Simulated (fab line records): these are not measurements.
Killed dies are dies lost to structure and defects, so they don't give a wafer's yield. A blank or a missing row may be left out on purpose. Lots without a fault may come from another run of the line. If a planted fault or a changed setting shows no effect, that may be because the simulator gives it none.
Chamber matching || flow n5_finfet || 3 sister chambers for N5_GATE_CUT_PECVD_57 on pecvd-02
The step deposits SiNx from SiH4/NH3/N2, target thk 21 nm. 6 wafers are shown with their chamber, then 9 later ones without.

## WAFERS PAIRED WITH THEIR CHAMBERS
{"wafer": "L090.2", "chamber": 1, "throttle_valve_pct (%)": 39.4, "showerhead_plenum_p_Torr (Torr)": 5.24}
{"wafer": "L090.3", "chamber": 0, "throttle_valve_pct (%)": 41.6, "showerhead_plenum_p_Torr (Torr)": 5.09}
{"wafer": "L090.4", "chamber": 0, "throttle_valve_pct (%)": 41.5, "showerhead_plenum_p_Torr (Torr)": 5.09}
{"wafer": "L091.3", "chamber": 2, "throttle_valve_pct (%)": 36.3, "showerhead_plenum_p_Torr (Torr)": 5.09}
{"wafer": "L091.4", "chamber": 2, "throttle_valve_pct (%)": 36.4, "showerhead_plenum_p_Torr (Torr)": 5.11}
{"wafer": "L091.6", "chamber": 1, "throttle_valve_pct (%)": 39.1, "showerhead_plenum_p_Torr (Torr)": 5.25}

## WAFERS WITH NO CHAMBER GIVEN
{"wafer": "L094.2", "throttle_valve_pct (%)": 41.8, "showerhead_plenum_p_Torr (Torr)": 5.11}
{"wafer": "L094.3", "throttle_valve_pct (%)": 39.2, "showerhead_plenum_p_Torr (Torr)": 5.25}
{"wafer": "L094.4", "throttle_valve_pct (%)": 39.2, "showerhead_plenum_p_Torr (Torr)": 5.25}
{"wafer": "L095.1", "throttle_valve_pct (%)": 36.0, "showerhead_plenum_p_Torr (Torr)": 5.10}
{"wafer": "L095.4", "throttle_valve_pct (%)": 41.6, "showerhead_plenum_p_Torr (Torr)": 5.10}
{"wafer": "L095.5", "throttle_valve_pct (%)": 38.9, "showerhead_plenum_p_Torr (Torr)": 5.27}
{"wafer": "L096.1", "throttle_valve_pct (%)": 41.4, "showerhead_plenum_p_Torr (Torr)": 5.10}
{"wafer": "L096.2", "throttle_valve_pct (%)": 36.7, "showerhead_plenum_p_Torr (Torr)": 5.10}
{"wafer": "L096.6", "throttle_valve_pct (%)": 41.7, "showerhead_plenum_p_Torr (Torr)": 5.09}

## WHICH CHAMBER EACH WENT THROUGH
{"wafer": "L094.2", "from the rows above": 0, "in truth": 0}
{"wafer": "L094.3", "from the rows above": 1, "in truth": 1}
{"wafer": "L094.4", "from the rows above": 1, "in truth": 1}
{"wafer": "L095.1", "from the rows above": 2, "in truth": 2}
{"wafer": "L095.4", "from the rows above": 0, "in truth": 0}
{"wafer": "L095.5", "from the rows above": 1, "in truth": 1}
{"wafer": "L096.1", "from the rows above": 0, "in truth": 0}
{"wafer": "L096.2", "from the rows above": 2, "in truth": 2}
{"wafer": "L096.6", "from the rows above": 0, "in truth": 0}
Placed correctly: 9 of 9. Not placeable from these rows: 0. Number placed wrongly: 0.
How it was worked out, from the rows above alone: a wafer's distance from a chamber is the root of the sum, over the readings, of the square of ((its reading less the chamber's mean) divided by the reading's scatter). If the next closest chamber is less than 2 further off than the closest, the wafer can't be placed; otherwise it belongs to the closest. A chamber's mean is the mean of its shown wafers. How the scatter is found: for the shown wafers, subtract from each reading the mean of its chamber, square and add these, divide the total by (wafers less chambers), then take the root.
